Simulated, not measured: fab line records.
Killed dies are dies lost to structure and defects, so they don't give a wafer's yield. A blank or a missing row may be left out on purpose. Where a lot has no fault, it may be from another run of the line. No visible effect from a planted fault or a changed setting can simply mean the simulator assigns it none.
Matching of chambers + flow nand harc + NHARC_P_STI_ETCH_42 on rie diel-02 has 4 sister chambers
The step etches the open film in N2/H2, target depth 80 nm, overetch 24 nm, time 61 s. 8 wafers are shown with their chamber, then 7 later ones without.

## WAFERS WITH THEIR CHAMBER
| wafer  | chamber | rf vpp V (V) | oes product au (a.u.) |
|--------|---------|--------------|-----------------------|
| L598.1 | 2       | 431.5        | 0.997                 |
| L600.1 | 2       | 431.9        | 0.993                 |
| L600.2 | 1       | 427.7        | 0.996                 |
| L601.2 | 1       | 428.1        | 1.008                 |
| L603.4 | 0       | 431.5        | 0.991                 |
| L603.6 | 3       | 431.0        | 1.007                 |
| L605.3 | 3       | 431.9        | 1.002                 |
| L605.4 | 0       | 431.6        | 1.005                 |

## WAFERS WITHOUT THEIR CHAMBER
| wafer  | rf vpp V (V) | oes product au (a.u.) |
|--------|--------------|-----------------------|
| L605.6 | 431.8        | 1.000                 |
| L608.3 | 432.5        | 1.006                 |
| L608.4 | 431.8        | 1.002                 |
| L608.6 | 432.7        | 1.001                 |
| L607.2 | 431.1        | 0.996                 |
| L607.3 | 428.7        | 0.996                 |
| L607.6 | 428.6        | 1.012                 |

## WHICH CHAMBER EACH ONE RAN IN
| wafer  | from the rows above          | in truth |
|--------|------------------------------|----------|
| L605.6 | can't be placed: 0 or 2 or 3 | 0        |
| L608.3 | can't be placed: 2 or 0 or 3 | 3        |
| L608.4 | can't be placed: 0 or 3 or 2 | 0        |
| L608.6 | can't be placed: 2 or 0 or 3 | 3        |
| L607.2 | can't be placed: 0 or 3 or 2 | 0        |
| L607.3 | 1                            | 1        |
| L607.6 | 1                            | 1        |
2 of 7 placed correctly. Can't be placed from these rows: 5 (the true chamber is among the candidates in 5). Placed wrongly: 0.
How it was worked out, from the rows above alone: a wafer's distance from a chamber is the root of the sum, over the readings, of the square of ((its reading less the chamber's mean) divided by the reading's scatter). If the next closest chamber is less than 2 further off than the closest, the wafer can't be placed; otherwise it belongs to the closest. A chamber's mean is the mean of its shown wafers. How the scatter is found: for the shown wafers, subtract from each reading the mean of its chamber, square and add these, divide the total by (wafers less chambers), then take the root.
